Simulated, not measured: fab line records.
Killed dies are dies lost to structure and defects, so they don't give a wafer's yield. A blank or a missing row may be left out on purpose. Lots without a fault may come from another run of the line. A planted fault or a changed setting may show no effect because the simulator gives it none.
Problem report, 8D (eight disciplines) form, completed by code + flow n5 finfet + the parts of the form that need people (team, actions taken, sign-off) are left out

1. THE ISSUE
Mean of killed at other at N5_PASSIVATION_PROBE_49: 1076.0 across 5 wafers in 3 lots; on wafers with no fault it is 3.1 (standard deviation 2.9). That is +99 or more standard deviations from the usual mean.
First seen on wafer L200.2, day 13 14:55, on prober-02. The record holds 10 wafers of 4 lots with a number at this step. The rule behind "out" and "out of limits": a value lying over 4 standard deviations away from the usual mean. The rest of the wafers with a number are treated as sound.

2. WHAT IT IS AND WHAT IT IS NOT
| question                    | is                                                                                                                  | is not                                                                                                                     |
|-----------------------------|---------------------------------------------------------------------------------------------------------------------|----------------------------------------------------------------------------------------------------------------------------|
| which readings at this step | killed at other, defect limited yield, killed dies, killed on rim, sort_bin_5_function, sort n pass, sort yield pct | killed_at_M0_to_M3, killed at contacts, killed open, killed short, sort_bin_4_leakage, sort_bin_6_memory, sort_bin_8_speed |
| which lots                  | L199, L200, L203                                                                                                    | L198                                                                                                                       |
| which wafers of those lots  | L199.2, L199.6, L200.2, L200.6, L203.6                                                                              | L199.1, L200.5, L203.4, L203.5                                                                                             |
| read on which tools         | prober-01, prober-02                                                                                                | -                                                                                                                          |
| when                        | from day 13 14:55                                                                                                   | up to then (1 sound wafer); but 4 sound wafers of L199, L200, L203 came after                                              |

3. THE SUSPECTS, EACH WITH WHAT RULES IT OUT
Counting: if a tool at a process step up to the reading ran every lot that is out, it stays a suspect. Sound lots after the first of them don't rule it out here, since some wafers of a struck lot are sound.
- rie diel-06 at N5_MIM_TOP_ETCH_STRIP_01 (strips in O2): kept. It ran every lot that is out, first L200 (day 13 04:25).
- pecvd-01 at N5_PASSIVATION_PECVD_01 (deposits SiNx from SiH4/NH3/N2, target thk 200 nm, time 43.2 s): kept. It processed each lot that is out (first: L200, day 13 05:50); up to then, its last sound lot is L198 (day 12 17:11).
Remaining after the count are rie diel-06 at N5_MIM_TOP_ETCH_STRIP_01 and pecvd-01 at N5_PASSIVATION_PECVD_01.

4. THE CAUSE (what the simulator had put in)
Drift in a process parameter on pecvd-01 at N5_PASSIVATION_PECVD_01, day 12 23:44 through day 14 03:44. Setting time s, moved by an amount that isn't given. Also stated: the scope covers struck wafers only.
Counting leaves 2 suspects; this tool is one of them.

5. THE CHAIN OF EFFECTS, in route order
One row per reading whose mean, taken over the struck wafers that have a number, lies over 3 standard deviations from the usual. Readings are gone through only where the record gives a usual standard deviation; hours: the median, over the lots, of the time from a lot's start at the first step in this table giving one to that lot's start at this step; sigmas: the change measured in usual standard deviations.
| hours | step                    | reading              | usual  | on struck wafers | change  | sigmas      |
|-------|-------------------------|----------------------|--------|------------------|---------|-------------|
| 0     | N5_PASSIVATION_PROBE_49 | defect limited yield | 91.3 % | 0.0              | -91.3   | -54         |
| 0     | N5_PASSIVATION_PROBE_49 | killed at other      | 3.1    | 1076.0           | +1072.9 | +99 or more |
| 0     | N5_PASSIVATION_PROBE_49 | killed dies          | 103    | 1180             | +1077   | +54         |
| 0     | N5_PASSIVATION_PROBE_49 | killed on rim        | 13     | 152              | +139    | +35         |
| 0     | N5_PASSIVATION_PROBE_49 | sort_bin_5_function  | 5.1 %  | 95.9             | +90.8   | +83         |
| 0     | N5_PASSIVATION_PROBE_49 | sort n pass          | 1077   | 0                | -1077   | -51         |
| 0     | N5_PASSIVATION_PROBE_49 | sort yield pct       | 91.2 % | 0.0              | -91.2   | -54         |
It contains these process steps:
- N5_PASSIVATION_PROBE_49

6. HOW IT WOULD HAVE BEEN CAUGHT EARLIER
The fault began at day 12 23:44; the first out-of-limits reading in this record came at day 13 14:55, 15 hours later.
Tool readings at N5_PASSIVATION_PECVD_01 with a usual standard deviation given in the record: none out on any struck wafer, hence no alarm at a limit of 4 standard deviations on them.
Of the lots that are out (3), L203 began N5_PASSIVATION_PECVD_01 on pecvd-01 after day 13 14:55. Had the tool been put on hold then, it would have been spared.
